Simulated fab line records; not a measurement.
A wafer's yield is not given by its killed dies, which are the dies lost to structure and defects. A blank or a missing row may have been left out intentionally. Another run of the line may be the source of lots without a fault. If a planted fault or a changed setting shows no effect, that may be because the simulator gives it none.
Matching of chambers + flow n5-finfet + rie-diel-05 running N5_BEOL_M0_ETCH_128: 4 sister chambers
The step etches SiCN in CF4/N2, target depth 12 nm, overetch 5.1 nm, time 21.4 s. 20 wafers are shown with their chamber, then 10 later ones without.

WAFERS WITH THEIR CHAMBER
| wafer  | chamber | showerhead-plenum-p-Torr (Torr) | drypump-motor-current-A (A) | throttle-valve-pct (%) |
|--------|---------|---------------------------------|-----------------------------|------------------------|
| L074.2 | 0       | 2.11                            | 5.1                         | 15.25                  |
| L074.3 | 1       | 2.20                            | 6.2                         | 15.57                  |
| L074.5 | 3       | 2.10                            | 5.5                         | 15.37                  |
| L075.3 | 0       | 2.11                            | 5.2                         | 15.23                  |
| L075.5 | 2       | 2.28                            | 5.3                         | 15.53                  |
| L075.6 | 1       | 2.20                            | 6.1                         | 15.57                  |
| L076.1 | 1       | 2.20                            | 6.2                         | 15.58                  |
| L076.4 | 2       | 2.28                            | 5.3                         | 15.52                  |
| L076.5 | 3       | 2.10                            | 5.5                         | 15.37                  |
| L079.1 | 2       | 2.27                            | 5.3                         | 15.53                  |
| L079.4 | 1       | 2.20                            | 6.2                         | 15.59                  |
| L079.6 | 0       | 2.11                            | 5.1                         | 15.28                  |
| L081.2 | 3       | 2.10                            | 5.5                         | 15.39                  |
| L081.3 | 0       | 2.10                            | 5.1                         | 15.29                  |
| L081.4 | 1       | 2.19                            | 6.1                         | 15.61                  |
| L084.1 | 3       | 2.10                            | 5.4                         | 15.41                  |
| L084.4 | 0       | 2.10                            | 5.1                         | 15.31                  |
| L084.6 | 1       | 2.19                            | 6.2                         | 15.62                  |
| L087.1 | 2       | 2.27                            | 5.3                         | 15.57                  |
| L087.2 | 1       | 2.19                            | 6.1                         | 15.64                  |

SIGNATURES (averages over the wafers above)
| reading                  | chamber 0 | chamber 1 | chamber 2 | chamber 3 | scatter within a chamber |
|--------------------------|-----------|-----------|-----------|-----------|--------------------------|
| showerhead-plenum-p-Torr | 2.1060    | 2.1957    | 2.2750    | 2.1000    | 0.00495                  |
| drypump-motor-current-A  | 5.120     | 6.157     | 5.300     | 5.475     | 0.0452                   |
| throttle-valve-pct       | 15.2720   | 15.5971   | 15.5375   | 15.3850   | 0.0262                   |
Rule: a wafer lies at a distance from a chamber equal to the root of the sum of squares, over the readings, of (its reading less the chamber's mean, divided by the reading's scatter). If the next closest chamber is less than 2 further off than the closest, the wafer can't be placed; otherwise it belongs to the closest. The scatter: take each reading less its chamber's mean, square it, sum over the shown wafers, divide by the number of wafers less the number of chambers, and take the root.

WAFERS WHOSE CHAMBER IS MISSING
| wafer  | showerhead-plenum-p-Torr (Torr) | drypump-motor-current-A (A) | throttle-valve-pct (%) |
|--------|---------------------------------|-----------------------------|------------------------|
| L087.4 | 2.10                            | 5.1                         | 15.30                  |
| L091.1 | 2.19                            | 6.2                         | 15.66                  |
| L091.4 | 2.10                            | 5.2                         | 15.31                  |
| L091.5 | 2.09                            | 5.5                         | 15.44                  |
| L096.2 | 2.26                            | 5.3                         | 15.59                  |
| L096.3 | 2.09                            | 5.2                         | 15.34                  |
| L096.4 | 2.18                            | 6.2                         | 15.66                  |
| L097.1 | 2.09                            | 5.2                         | 15.35                  |
| L097.4 | 2.18                            | 6.2                         | 15.68                  |
| L097.6 | 2.26                            | 5.2                         | 15.62                  |

THE CHAMBER EACH PASSED THROUGH
| wafer  | from the rows above     | in truth |
|--------|-------------------------|----------|
| L087.4 | 0                       | 0        |
| L091.1 | 1                       | 1        |
| L091.4 | 0                       | 0        |
| L091.5 | 3                       | 3        |
| L096.2 | 2                       | 2        |
| L096.3 | 0                       | 0        |
| L096.4 | 1                       | 1        |
| L097.1 | can't be placed: 0 or 3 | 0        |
| L097.4 | 1                       | 1        |
| L097.6 | 2                       | 2        |
Placed correctly: 9 of 10. Can't be placed from these rows: 1 (the true chamber is among the candidates in 1). 0 placed wrongly.
